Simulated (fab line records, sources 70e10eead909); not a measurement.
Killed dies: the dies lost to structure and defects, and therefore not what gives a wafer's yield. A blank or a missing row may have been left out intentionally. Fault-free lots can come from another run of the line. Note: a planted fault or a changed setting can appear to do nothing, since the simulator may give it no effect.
fab line records	flow nand-harc
record lots=24	wafers=72	last-day=33
route steps=1302 shown A_M0@1149 A_M1@1191 A_BONDPAD@1204
lots untouched by any fault: they come from a run of this same line in which no faults occurred
start-h: the number of hours between the record's first day and the start of the first shown wafer of the lot	wait-h: time in hours since the lot's previous step	" repeats the value in the row above	L1.1+2: a row that stands for several wafers	- no value, or no start was given	* or withheld: withheld	< > ~ a bound
route shown NAME@n: names a module that has steps shown in the file, with the first one's number in the route	usual: mean and standard deviation over wafers with no fault	same: alike in all rows	chamber/n: place in a boat	sites: readings site by site	_std_site: standard deviation across them	_edge_site: inner sites' mean taken away from outer sites' mean	radius-mm: for every site, how far away it sits from the centre of the wafer	mask NAME#n: copy n	behind: the last tool/chamber to shape the wafer	hold: reason for holding the lot/hours on hold/outcome of the hold	device: names the non-switching transistor (n, p or np)	end of line: the tests these same wafers got at the end of their route	where a step has no rows: the recipe by itself	killed: dies that structure and defects cost at the first sort, which is not the same as the wafer's yield	map: the dies of a wafer, with x for killed, . for not killed, _ for no die there
set.NAME: setting as actually run; set.NAME@STEP: the setting as run at that earlier step	model.NAME: the simulator's own value behind a step, which no gauge read
steps of the route over a sample of lots; a table a step, a row a wafer
services: from which hour (start-h, from the record's first day; less than 0 if before it) a tool's chamber was out of use, for how many hours, and why
## steps
# step NHARC_A_M0_INSPECT_11
# usual raw-defect-count=89/37
lot.wafer	tool	chamber	start-h	wait-h	raw-defect-count
L075.2	defect-inspect-01	-	521.49	0.0	23
L075.4	"	-	"	"	22
L075.6	"	-	"	"	21
L076.4	defect-inspect-01	-	532.93	0.0	168
L076.5	"	-	"	"	157
L076.6	"	-	"	"	128
L074.1	defect-inspect-02	-	534.50	0.0	129
L074.3	"	-	"	"	135
L074.6	"	-	"	"	135
L078.1	defect-inspect-02	-	549.22	0.0	22
L078.3	"	-	"	"	20
L078.5	"	-	"	"	14
L077.1	defect-inspect-01	-	550.56	0.0	112
L077.5	"	-	"	"	118
L077.6	"	-	"	"	97
L079.1	defect-inspect-01	-	571.36	0.0	120
L079.3	"	-	"	"	124
L079.5	"	-	"	"	118
L080.4	defect-inspect-01	-	573.88	0.0	66
L080.5	"	-	"	"	65
L080.6	"	-	"	"	59
L082.1	defect-inspect-02	-	595.74	0.0	78
L082.4	"	-	"	"	81
L082.5	"	-	"	"	77
L081.1	defect-inspect-01	-	602.69	0.0	70
L081.4	"	-	"	"	77
L081.5	"	-	"	"	60
L083.2	defect-inspect-01	-	605.66	0.0	79
L083.3	"	-	"	"	92
L083.6	"	-	"	"	78
L084.1	defect-inspect-01	-	631.42	0.0	135
L084.5	"	-	"	"	116
L084.6	"	-	"	"	115
L085.2	defect-inspect-01	-	634.02	0.0	52
L085.3	"	-	"	"	39
L085.6	"	-	"	"	36
L086.1	defect-inspect-01	-	645.84	0.0	75
L086.3	"	-	"	"	70
L086.5	"	-	"	"	72
L087.1	defect-inspect-01	-	650.04	0.0	105
L087.5	"	-	"	"	103
L087.6	"	-	"	"	98
L089.2	defect-inspect-02	-	658.43	0.0	68
L089.4	"	-	"	"	79
L089.5	"	-	"	"	60
L088.1	defect-inspect-01	-	664.40	0.0	194
L088.3	"	-	"	"	143
L088.4	"	-	"	"	142
L091.1	defect-inspect-02	-	696.85	0.0	79
L091.4	"	-	"	"	83
L091.5	"	-	"	"	82
L090.2	defect-inspect-01	-	698.65	0.0	68
L090.3	"	-	"	"	60
L090.6	"	-	"	"	73
L092.1	defect-inspect-02	-	701.02	0.0	121
L092.2	"	-	"	"	112
L092.4	"	-	"	"	138
L093.2	defect-inspect-01	-	709.86	0.0	112
L093.4	"	-	"	"	117
L093.6	"	-	"	"	164
L094.2	defect-inspect-01	-	723.02	0.0	80
L094.3	"	-	"	"	90
L094.5	"	-	"	"	67
L096.2	defect-inspect-02	-	739.94	0.0	82
L096.3	"	-	"	"	91
L096.5	"	-	"	"	83
L095.3	defect-inspect-02	-	740.93	0.0	92
L095.4	"	-	"	"	86
L095.5	"	-	"	"	99
L097.2	defect-inspect-01	-	758.82	0.0	73
L097.3	"	-	"	"	73
L097.5	"	-	"	"	68
# step NHARC_A_M0_ETCH_34
# recipe target-depth-a=400	overetch-a=120	time-s=43.94	ion-energy-ev=200	n2-flow-sccm=150	h2-flow-sccm=150	ar-flow-sccm=0	rf-w=400	bias-w=150	chemistry=N2/H2
# usual bias-w=150.0/0.46	drypump-motor-current-A=5.8/0.37	oes-product-au=0.996/0.016	rf-vpp-V=431.1/1.8	showerhead-plenum-p-Torr=2.06/0.061	throttle-valve-pct=14.171/0.0099
lot.wafer	tool	chamber	start-h	wait-h	bias-w	drypump-motor-current-A	oes-product-au	rf-hours-counter-h	rf-vpp-V	showerhead-plenum-p-Torr	throttle-valve-pct
L075.4	rie-diel-06	2	521.64	0.1	150.2	5.8	0.994	1.9	428.8	1.96	14.183
L075.2	"	3	"	"	150.3	6.0	1.013	2.2	432.8	2.12	14.164
L075.6	"	2	"	"	149.7	5.8	0.993	-	427.3	1.96	14.175
L076.4	rie-diel-01	0	533.08	0.1	150.3	6.0	0.989	5.9	430.4	2.02	14.163
L076.6	"	2	"	"	149.7	5.6	0.982	-	430.4	2.02	14.169
L076.5	"	3	"	"	151.2	6.0	1.014	-	433.8	2.18	14.181
L074.3	rie-diel-01	3	534.66	0.1	149.4	6.0	1.007	6.6	433.8	2.18	14.179
L074.1	"	0	"	"	150.1	6.0	0.988	6.0	430.0	2.02	14.156
L074.6	"	2	"	"	150.3	5.6	0.983	-	429.3	2.02	14.181
L078.1	rie-diel-01	0	549.38	0.1	149.5	6.0	0.990	6.6	430.8	2.02	14.171
L078.3	"	1	"	"	149.6	5.4	1.008	7.3	430.4	2.08	14.154
L078.5	"	3	"	"	150.4	6.0	1.009	-	433.4	2.18	14.160
L077.1	rie-diel-01	3	550.73	0.1	150.0	6.0	1.004	7.3	434.5	2.18	14.170
L077.5	"	0	"	"	149.6	6.0	0.982	-	429.4	2.02	14.161
L077.6	"	1	"	"	150.0	5.4	1.015	-	431.4	2.08	14.179
L079.1	rie-diel-01	0	571.51	0.1	149.9	6.0	0.986	0.0	429.6	2.02	14.169
L079.3	"	1	"	"	150.0	5.4	1.009	0.1	432.6	2.08	14.193
L079.5	"	3	"	"	148.7	6.0	1.002	-	435.6	2.18	14.171
L080.4	rie-diel-06	2	574.04	0.1	149.7	5.8	0.987	5.0	428.2	1.96	14.176
L080.5	"	0	"	"	150.5	5.5	0.992	-	431.5	2.11	14.166
L080.6	"	1	"	"	149.8	6.7	1.010	-	430.7	2.08	14.170
L082.1	rie-diel-06	2	595.89	0.1	150.0	5.8	0.983	5.5	429.5	1.96	14.177
L082.4	"	0	"	"	150.4	5.5	0.980	6.3	433.3	2.11	14.151
L082.5	"	3	"	"	150.0	6.0	1.012	-	432.5	2.12	14.161
L081.1	rie-diel-01	1	602.84	0.1	149.5	5.4	1.014	1.2	431.4	2.08	14.188
L081.4	"	2	"	"	150.2	5.6	0.988	1.3	430.7	2.02	14.174
L081.5	"	1	"	"	149.6	5.4	1.020	-	432.0	2.08	14.162
L083.2	rie-diel-06	2	605.81	0.1	149.4	5.8	0.999	5.7	427.2	1.96	14.166
L083.3	"	0	"	"	150.2	5.6	0.979	6.4	432.0	2.11	14.171
L083.6	"	1	"	"	149.8	6.7	0.988	-	430.9	2.08	14.178
L084.1	rie-diel-01	1	631.58	0.1	150.0	5.4	1.012	2.9	430.5	2.08	14.160
L084.5	"	3	"	"	149.9	6.0	0.991	-	434.0	2.18	14.149
L084.6	"	0	"	"	150.4	6.0	0.969	-	431.0	2.02	14.164
L085.2	rie-diel-09	0	634.16	0.1	150.4	5.5	1.007	5.8	428.8	1.96	14.162
L085.3	"	3	"	"	150.1	5.5	0.976	7.1	431.7	2.11	14.153
L085.6	"	0	"	"	150.1	5.5	1.008	-	429.1	1.96	14.177
L086.1	rie-diel-01	2	645.99	0.1	150.1	5.6	0.959	3.3	429.7	2.02	14.169
L086.3	"	0	"	"	150.0	6.0	0.976	3.2	430.7	2.02	14.177
L086.5	"	1	"	"	150.7	5.3	1.012	-	432.3	2.08	14.183
L087.1	rie-diel-01	3	650.20	0.1	150.3	6.0	0.987	2.9	433.7	2.18	14.194
L087.6	"	2	"	"	149.6	5.6	0.960	-	429.1	2.02	14.171
L087.5	"	3	"	"	150.1	6.0	0.996	-	434.8	2.18	14.184
L089.2	rie-diel-06	1	658.58	0.1	150.4	6.7	1.005	9.5	430.9	2.08	14.162
L089.4	"	2	"	"	149.8	5.8	0.991	8.8	427.7	1.95	14.184
L089.5	"	0	"	"	150.5	5.5	0.982	-	433.2	2.11	14.184
L088.3	rie-diel-09	0	664.55	0.1	150.5	5.5	1.014	8.2	427.5	1.96	14.161
L088.4	"	1	"	"	149.8	5.4	1.014	7.3	429.9	2.07	14.151
L088.1	"	3	"	"	150.6	5.5	0.980	9.4	431.5	2.10	14.160
L091.1	rie-diel-09	2	697.00	0.1	149.0	5.7	0.997	0.6	429.3	2.02	14.170
L091.4	"	3	"	"	150.8	5.5	0.971	0.8	433.4	2.10	14.180
L091.5	"	2	"	"	149.8	5.8	0.999	-	429.6	2.02	14.178
L090.2	rie-diel-01	1	698.80	0.1	150.2	5.4	1.024	5.8	432.7	2.08	14.159
L090.3	"	3	"	"	149.6	6.0	0.990	5.6	433.9	2.18	14.173
L090.6	"	1	"	"	149.4	5.4	1.035	-	431.6	2.08	14.168
L092.2	rie-diel-01	1	701.17	0.1	149.3	5.4	1.026	5.9	430.9	2.08	14.154
L092.4	"	2	"	"	150.0	5.6	0.979	6.1	431.1	2.02	14.160
L092.1	"	3	"	"	150.4	6.0	0.986	5.7	434.1	2.18	14.171
L093.2	rie-diel-09	2	710.01	0.1	149.9	5.8	1.005	0.9	429.8	2.02	14.167
L093.4	"	1	"	"	149.5	5.4	1.005	1.5	430.1	2.07	14.160
L093.6	"	2	"	"	149.5	5.8	0.994	-	429.0	2.02	14.172
L094.3	rie-diel-09	1	723.19	0.1	150.4	5.4	1.004	2.3	432.0	2.06	14.171
L094.2	"	2	"	"	150.3	5.8	0.997	1.6	429.3	2.02	14.182
L094.5	"	1	"	"	150.1	5.4	1.018	-	431.0	2.06	14.185
L096.2	rie-diel-06	1	740.14	0.1	150.4	6.7	0.987	3.6	431.5	2.07	14.177
L096.3	"	1	"	"	150.2	6.7	0.990	-	432.1	2.07	14.181
L096.5	"	1	"	"	149.8	6.7	0.986	-	432.2	2.07	14.165
L095.3	rie-diel-09	3	741.10	0.1	149.7	5.5	0.970	3.9	430.9	2.10	14.171
L095.4	"	2	"	"	149.7	5.8	1.007	-	430.5	2.02	14.174
L095.5	"	1	"	"	149.4	5.4	1.022	-	432.5	2.06	14.175
L097.3	rie-diel-09	1	758.97	0.1	150.1	5.4	1.016	4.7	430.4	2.06	14.192
L097.2	"	3	"	"	149.5	5.5	0.969	6.3	432.0	2.10	14.181
L097.5	"	1	"	"	150.4	5.4	1.020	-	431.4	2.06	14.175
# step NHARC_A_M1_PVD_20
# recipe target-thk-a=50	bias-v=168.6	power-w=15000	chamber-pressure-pa=0.12	time-s=8.06	substrate-temp-c=50	material=TaN
# usual throttle-valve-pct=29.7/1.5
lot.wafer	tool	chamber	start-h	wait-h	throttle-valve-pct
L075.4	pvd-sputter-02	-	-	-	29.3
L075.2	"	-	"	"	26.8
L075.6	"	-	"	"	30.0
L076.4	pvd-sputter-03	-	-	-	32.4
L076.5	"	-	"	"	30.1
L076.6	"	-	"	"	31.7
L074.3	pvd-sputter-03	-	-	-	31.5
L074.1	"	-	"	"	28.6
L074.6	"	-	"	"	31.2
L078.1	pvd-sputter-02	-	-	-	30.3
L078.3	"	-	"	"	29.5
L078.5	"	-	"	"	30.1
L077.1	pvd-sputter-03	-	-	-	31.5
L077.6	"	-	"	"	28.7
L077.5	"	-	"	"	32.4
L079.3	pvd-sputter-01	-	-	-	30.5
L079.1	"	-	"	"	30.0
L079.5	"	-	"	"	30.3
L080.4	pvd-sputter-02	-	-	-	26.5
L080.6	"	-	"	"	29.4
L080.5	"	-	"	"	26.6
L082.1	pvd-sputter-02	-	-	-	29.5
L082.4	"	-	"	"	26.8
L082.5	"	-	"	"	29.4
L081.1	pvd-sputter-02	-	-	-	26.7
L081.4	"	-	"	"	29.6
L081.5	"	-	"	"	26.6
L083.3	pvd-sputter-02	-	-	-	30.4
L083.2	"	-	"	"	29.4
L083.6	"	-	"	"	30.0
L084.1	pvd-sputter-03	-	-	-	30.0
L084.6	"	-	"	"	31.6
L084.5	"	-	"	"	29.0
L085.2	pvd-sputter-01	-	-	-	28.8
L085.3	"	-	"	"	30.1
L085.6	"	-	"	"	29.8
L086.3	pvd-sputter-03	-	-	-	32.6
L086.1	"	-	"	"	28.9
L086.5	"	-	"	"	32.4
L087.1	pvd-sputter-02	-	-	-	27.2
L087.5	"	-	"	"	30.3
L087.6	"	-	"	"	30.1
L089.2	pvd-sputter-02	-	-	-	29.8
L089.4	"	-	"	"	30.3
L089.5	"	-	"	"	29.9
L088.3	pvd-sputter-02	-	-	-	30.1
L088.4	"	-	"	"	30.0
L088.1	"	-	"	"	30.2
L091.1	pvd-sputter-01	-	-	-	29.8
L091.4	"	-	"	"	28.5
L091.5	"	-	"	"	28.6
L090.2	pvd-sputter-03	-	-	-	31.5
L090.3	"	-	"	"	28.6
L090.6	"	-	"	"	31.5
L092.4	pvd-sputter-02	-	-	-	29.9
L092.1	"	-	"	"	30.0
L092.2	"	-	"	"	27.5
L093.2	pvd-sputter-03	-	-	-	29.1
L093.4	"	-	"	"	32.0
L093.6	"	-	"	"	32.4
L094.2	pvd-sputter-03	-	-	-	29.1
L094.3	"	-	"	"	31.8
L094.5	"	-	"	"	29.2
L096.2	pvd-sputter-01	-	-	-	27.9
L096.3	"	-	"	"	30.2
L096.5	"	-	"	"	28.5
L095.3	pvd-sputter-02	-	-	-	29.8
L095.4	"	-	"	"	27.2
L095.5	"	-	"	"	29.8
L097.3	pvd-sputter-02	-	-	-	27.3
L097.2	"	-	"	"	30.3
L097.5	"	-	"	"	27.6
# step NHARC_A_BONDPAD_THK_MEAS_30
# recipe thk-meas-gauge=ellipsometry
# usual thk-nm=200.0/1.6
lot.wafer	tool	chamber	start-h	wait-h	thk-nm
L075.2	film-metro-01	-	529.53	0.2	202.8
L075.4	"	-	"	"	198.7
L075.6	"	-	"	"	200.9
L076.4	film-metro-02	-	540.97	0.2	198.3
L076.5	"	-	"	"	199.8
L076.6	"	-	"	"	200.7
L074.1	film-metro-01	-	542.44	0.2	198.4
L074.3	"	-	"	"	201.6
L074.6	"	-	"	"	198.3
L078.1	film-metro-01	-	557.15	0.2	203.2
L078.3	"	-	"	"	199.1
L078.5	"	-	"	"	200.8
L077.1	film-metro-01	-	558.79	0.2	201.4
L077.5	"	-	"	"	198.6
L077.6	"	-	"	"	202.2
L079.1	film-metro-01	-	579.43	0.2	197.4
L079.3	"	-	"	"	198.4
L079.5	"	-	"	"	197.1
L080.4	film-metro-02	-	581.99	0.2	198.7
L080.5	"	-	"	"	197.4
L080.6	"	-	"	"	199.0
L082.1	film-metro-02	-	603.93	0.1	201.2
L082.4	"	-	"	"	200.8
L082.5	"	-	"	"	198.0
L081.1	film-metro-02	-	610.66	0.2	198.7
L081.4	"	-	"	"	198.2
L081.5	"	-	"	"	200.7
L083.2	film-metro-02	-	613.78	0.2	200.2
L083.3	"	-	"	"	200.7
L083.6	"	-	"	"	202.0
L084.1	film-metro-02	-	639.58	0.2	199.3
L084.5	"	-	"	"	200.7
L084.6	"	-	"	"	199.5
L085.2	film-metro-02	-	642.23	0.2	197.4
L085.3	"	-	"	"	197.9
L085.6	"	-	"	"	199.6
L086.1	film-metro-01	-	654.30	0.2	199.2
L086.3	"	-	"	"	198.2
L086.5	"	-	"	"	201.5
L087.1	film-metro-01	-	658.09	0.2	199.2
L087.5	"	-	"	"	199.5
L087.6	"	-	"	"	198.3
L089.2	film-metro-02	-	666.83	0.2	199.3
L089.4	"	-	"	"	200.3
L089.5	"	-	"	"	199.6
L088.1	film-metro-01	-	672.61	0.2	198.2
L088.3	"	-	"	"	198.4
L088.4	"	-	"	"	200.7
L091.1	film-metro-01	-	704.89	0.2	200.2
L091.4	"	-	"	"	199.5
L091.5	"	-	"	"	201.2
L090.2	film-metro-02	-	709.77	0.2	198.1
L090.3	"	-	"	"	200.2
L090.6	"	-	"	"	203.2
L092.1	film-metro-01	-	710.63	0.2	201.2
L092.2	"	-	"	"	202.5
L092.4	"	-	"	"	199.1
L093.2	film-metro-02	-	718.08	0.2	196.3
L093.4	"	-	"	"	198.8
L093.6	"	-	"	"	197.7
L094.2	film-metro-01	-	731.08	0.2	197.6
L094.3	"	-	"	"	197.6
L094.5	"	-	"	"	202.4
L096.2	film-metro-02	-	748.41	0.2	198.8
L096.3	"	-	"	"	198.6
L096.5	"	-	"	"	199.6
L095.3	film-metro-02	-	749.58	0.2	199.8
L095.4	"	-	"	"	200.0
L095.5	"	-	"	"	200.1
L097.2	film-metro-01	-	766.80	0.2	200.2
L097.3	"	-	"	"	198.5
L097.5	"	-	"	"	200.7
# step NHARC_A_BONDPAD_CD_MEAS_09
# recipe target-cd-nm=500	landing-energy-ev=500
# usual cd-nm=500.0/2.1
lot.wafer	tool	chamber	start-h	wait-h	cd-nm
L075.2	cd-sem-01	0	529.97	-	498.4
L075.4	"	0	"	"	500.4
L075.6	"	0	"	"	498.8
L076.4	cd-sem-02	0	541.42	-	498.4
L076.5	"	0	"	"	496.2
L076.6	"	0	"	"	501.2
L074.1	cd-sem-03	0	542.88	-	501.4
L074.3	"	0	"	"	499.5
L074.6	"	0	"	"	500.8
L078.1	cd-sem-02	0	557.59	-	497.7
L078.3	"	0	"	"	496.4
L078.5	"	0	"	"	499.0
L077.1	cd-sem-02	0	559.35	-	499.4
L077.5	"	0	"	"	498.2
L077.6	"	0	"	"	500.3
L079.1	cd-sem-03	0	579.99	-	503.5
L079.3	"	0	"	"	501.4
L079.5	"	0	"	"	500.5
L080.4	cd-sem-01	0	582.44	-	497.2
L080.5	"	0	"	"	496.3
L080.6	"	0	"	"	501.3
L082.1	cd-sem-03	0	604.37	-	495.7
L082.4	"	0	"	"	496.6
L082.5	"	0	"	"	498.0
L081.1	cd-sem-01	0	611.10	-	499.5
L081.4	"	0	"	"	500.8
L081.5	"	0	"	"	497.2
L083.2	cd-sem-01	0	614.22	-	501.4
L083.3	"	0	"	"	501.0
L083.6	"	0	"	"	503.0
L084.1	cd-sem-03	0	640.01	-	505.3
L084.5	"	0	"	"	499.9
L084.6	"	0	"	"	500.7
L085.2	cd-sem-01	0	642.80	-	497.5
L085.3	"	0	"	"	502.2
L085.6	"	0	"	"	502.1
L086.1	cd-sem-02	0	654.86	-	496.9
L086.3	"	0	"	"	500.0
L086.5	"	0	"	"	501.9
L087.1	cd-sem-02	0	658.66	-	501.7
L087.5	"	0	"	"	500.6
L087.6	"	0	"	"	501.7
L089.2	cd-sem-01	0	667.40	-	496.5
L089.4	"	0	"	"	500.0
L089.5	"	0	"	"	495.8
L088.1	cd-sem-01	0	673.05	-	498.0
L088.3	"	0	"	"	502.1
L088.4	"	0	"	"	501.8
L091.1	cd-sem-03	0	705.45	-	503.0
L091.4	"	0	"	"	502.4
L091.5	"	0	"	"	499.6
L090.2	cd-sem-03	0	710.34	-	505.0
L090.3	"	0	"	"	502.4
L090.6	"	0	"	"	501.2
L092.1	cd-sem-01	0	711.20	-	502.0
L092.2	"	0	"	"	500.6
L092.4	"	0	"	"	501.7
L093.2	cd-sem-03	0	718.65	-	499.3
L093.4	"	0	"	"	497.1
L093.6	"	0	"	"	500.3
L094.2	cd-sem-01	0	731.65	-	495.5
L094.3	"	0	"	"	500.5
L094.5	"	0	"	"	499.4
L096.2	cd-sem-02	0	748.98	-	502.1
L096.3	"	0	"	"	501.5
L096.5	"	0	"	"	504.1
L095.3	cd-sem-01	0	750.03	-	504.4
L095.4	"	0	"	"	501.4
L095.5	"	0	"	"	501.5
L097.2	cd-sem-02	0	767.36	-	497.8
L097.3	"	0	"	"	499.4
L097.5	"	0	"	"	500.2
# step NHARC_A_BONDPAD_ETCH_12
# recipe target-depth-a=2200	time-s=110	chf3-flow-sccm=50	o2-flow-sccm=10	ar-flow-sccm=200	rf-w=500	bias-w=200	chemistry=CHF3/O2
# usual bias-w=200.1/0.6	drypump-motor-current-A=5.7/0.35	oes-product-au=0.947/0.026	rf-vpp-V=370.7/2.4	showerhead-plenum-p-Torr=2.40/0.11	throttle-valve-pct=20.573/0.0092
lot.wafer	tool	chamber	start-h	wait-h	bias-w	drypump-motor-current-A	oes-product-au	rf-hours-counter-h	rf-vpp-V	showerhead-plenum-p-Torr	throttle-valve-pct
L075.2	rie-diel-07	2	-	-	200.1	6.6	0.911	11	372.1	2.49	20.588
L075.4	"	0	"	"	200.6	5.7	0.918	9	369.6	2.33	20.573
L075.6	"	2	"	"	199.8	6.6	0.924	-	373.9	2.49	20.586
L076.4	rie-diel-05	0	-	-	199.0	5.5	0.926	3	367.6	2.26	20.563
L076.5	"	3	"	"	200.8	5.8	0.918	-	372.2	2.46	20.570
L076.6	"	0	"	"	199.6	5.5	0.932	-	367.4	2.26	20.565
L074.3	rie-diel-05	0	-	-	199.7	5.5	0.962	3	366.7	2.26	20.566
L074.1	"	2	"	"	201.4	5.5	0.952	4	373.4	2.56	20.571
L074.6	"	1	"	"	200.6	5.7	0.946	-	369.9	2.36	20.573
L078.3	rie-diel-05	0	-	-	200.1	5.5	0.984	4	368.3	2.26	20.589
L078.1	"	2	"	"	200.2	5.5	0.965	5	373.3	2.56	20.565
L078.5	"	0	"	"	200.2	5.5	0.973	-	367.6	2.26	20.570
L077.1	rie-diel-05	1	-	-	200.0	5.7	0.935	4	369.4	2.36	20.567
L077.6	"	1	"	"	201.0	5.7	0.923	-	369.6	2.36	20.560
L077.5	"	2	"	"	199.5	5.6	0.937	-	373.1	2.56	20.586
L079.1	rie-diel-05	2	-	-	199.9	5.5	0.973	6	375.7	2.56	20.574
L079.3	"	0	"	"	200.0	5.5	0.983	5	367.9	2.26	20.572
L079.5	"	3	"	"	200.1	5.8	0.988	-	372.2	2.46	20.578
L080.4	rie-diel-05	3	-	-	198.8	5.8	0.945	6	371.3	2.46	20.582
L080.5	"	1	"	"	199.4	5.7	0.923	-	370.5	2.36	20.562
L080.6	"	2	"	"	199.1	5.6	0.925	-	374.9	2.56	20.570
L082.4	rie-diel-07	1	-	-	200.0	4.9	0.914	21	369.2	2.34	20.566
L082.1	"	3	"	"	200.6	5.4	0.940	19	370.0	2.39	20.561
L082.5	"	1	"	"	199.8	4.9	0.918	-	369.4	2.34	20.576
L081.1	rie-diel-05	3	-	-	200.0	5.8	0.976	0	371.0	2.46	20.561
L081.4	"	0	"	"	200.0	5.5	0.965	0	368.4	2.26	20.575
L081.5	"	1	"	"	199.4	5.7	0.991	-	367.7	2.36	20.579
L083.3	rie-diel-05	3	-	-	199.5	5.8	0.983	0	371.3	2.46	20.562
L083.2	"	0	"	"	201.1	5.6	0.975	0	368.0	2.26	20.575
L083.6	"	3	"	"	200.1	5.8	0.983	-	372.8	2.46	20.564
L084.1	rie-diel-05	0	-	-	199.6	5.5	0.965	1	368.9	2.26	20.571
L084.6	"	2	"	"	201.1	5.6	1.001	-	374.5	2.56	20.586
L084.5	"	3	"	"	200.2	5.8	0.972	-	369.5	2.46	20.576
L085.3	rie-diel-05	1	-	-	199.7	5.7	0.938	1	370.1	2.36	20.572
L085.2	"	3	"	"	200.5	5.8	0.939	1	371.3	2.46	20.567
L085.6	"	2	"	"	200.6	5.5	0.933	-	373.6	2.56	20.590
L086.1	rie-diel-05	0	-	-	200.1	5.6	0.919	1	367.6	2.26	20.578
L086.3	"	2	"	"	200.4	5.6	0.935	2	374.7	2.56	20.562
L086.5	"	0	"	"	199.7	5.5	0.922	-	366.9	2.26	20.572
L087.1	rie-diel-05	0	-	-	199.6	5.5	0.927	2	368.0	2.26	20.584
L087.6	"	1	"	"	198.9	5.7	0.934	-	369.8	2.36	20.561
L087.5	"	2	"	"	199.9	5.6	0.936	-	374.3	2.56	20.569
L089.4	rie-diel-05	2	-	-	199.7	5.5	0.940	2	374.3	2.56	20.585
L089.2	"	0	"	"	200.1	5.5	0.938	2	368.4	2.26	20.570
L089.5	"	1	"	"	199.6	5.7	0.942	-	369.6	2.36	20.572
L088.1	rie-diel-05	0	-	-	200.3	5.6	0.962	2	366.7	2.26	20.568
L088.3	"	1	"	"	200.8	5.7	0.954	3	369.4	2.36	20.565
L088.4	"	2	"	"	201.5	5.5	0.983	2	374.0	2.56	20.563
L091.1	rie-diel-02	0	-	-	200.0	6.7	0.937	40	373.6	2.54	20.566
L091.4	"	2	"	"	199.9	6.0	0.920	36	373.1	2.50	20.565
L091.5	"	0	"	"	199.3	6.7	0.937	-	374.3	2.54	20.592
L090.3	rie-diel-05	0	-	-	200.0	5.5	0.923	3	367.5	2.26	20.571
L090.2	"	2	"	"	200.1	5.5	0.931	3	374.8	2.56	20.572
L090.6	"	3	"	"	201.1	5.8	0.954	-	372.6	2.46	20.573
L092.1	rie-diel-05	0	-	-	199.4	5.5	0.988	4	367.9	2.26	20.572
L092.2	"	1	"	"	201.0	5.7	0.994	3	369.9	2.35	20.569
L092.4	"	3	"	"	200.2	5.8	0.973	4	370.7	2.46	20.547
L093.2	rie-diel-05	1	-	-	200.7	5.7	0.932	4	368.9	2.35	20.570
L093.4	"	3	"	"	200.6	5.8	0.938	4	373.1	2.46	20.578
L093.6	"	1	"	"	200.0	5.7	0.918	-	369.7	2.36	20.572
L094.3	rie-diel-02	3	-	-	199.7	6.7	0.921	48	368.8	2.36	20.565
L094.2	"	1	"	"	199.7	6.6	0.926	45	367.1	2.23	20.575
L094.5	"	3	"	"	198.9	6.7	0.928	-	369.3	2.35	20.573
L096.2	rie-diel-05	3	-	-	200.7	5.8	0.941	5	371.4	2.46	20.591
L096.3	"	1	"	"	200.3	5.7	0.927	4	369.0	2.35	20.575
L096.5	"	2	"	"	200.2	5.5	0.925	-	372.1	2.56	20.587
L095.3	rie-diel-05	2	-	-	200.4	5.6	0.966	5	372.8	2.56	20.577
L095.4	"	0	"	"	199.9	5.5	0.950	5	368.4	2.26	20.589
L095.5	"	2	"	"	199.1	5.6	0.982	-	373.5	2.56	20.573
L097.3	rie-diel-07	1	-	-	199.7	4.9	0.915	19	370.4	2.33	20.577
L097.2	"	3	"	"	199.8	5.4	0.934	17	369.8	2.38	20.583
L097.5	"	0	"	"	200.9	5.7	0.906	-	368.9	2.32	20.579
## services
tool	chamber	start-h	hours	kind
rie-diel-05	3	502.54	7.1	repair
pvd-sputter-03	-	526.00	10.0	pm
rie-diel-09	-	528.83	1.9	repair
rie-diel-01	-	557.93	9.0	pm
rie-diel-05	-	583.73	9.0	pm
rie-diel-01	1	586.07	6.8	repair
rie-diel-01	3	616.09	7.3	repair
rie-diel-09	1	617.28	15.0	repair
pvd-sputter-02	-	638.03	10.0	pm
rie-diel-06	2	660.39	10.5	repair
rie-diel-06	-	661.20	9.0	pm
rie-diel-09	1	673.16	6.1	repair
rie-diel-09	-	674.36	9.0	pm
rie-diel-05	1	687.90	3.7	repair
rie-diel-09	2	688.08	4.9	repair
rie-diel-01	2	690.26	2.0	repair
pvd-sputter-02	-	699.18	7.9	repair
rie-diel-09	0	722.75	35.1	repair
rie-diel-09	2	725.60	14.1	repair
rie-diel-06	2	731.53	22.5	repair
rie-diel-01	-	734.93	9.0	pm
pvd-sputter-03	-	736.97	1.4	repair
rie-diel-09	1	750.60	5.7	repair
rie-diel-05	-	760.73	9.0	pm
## key
fault none
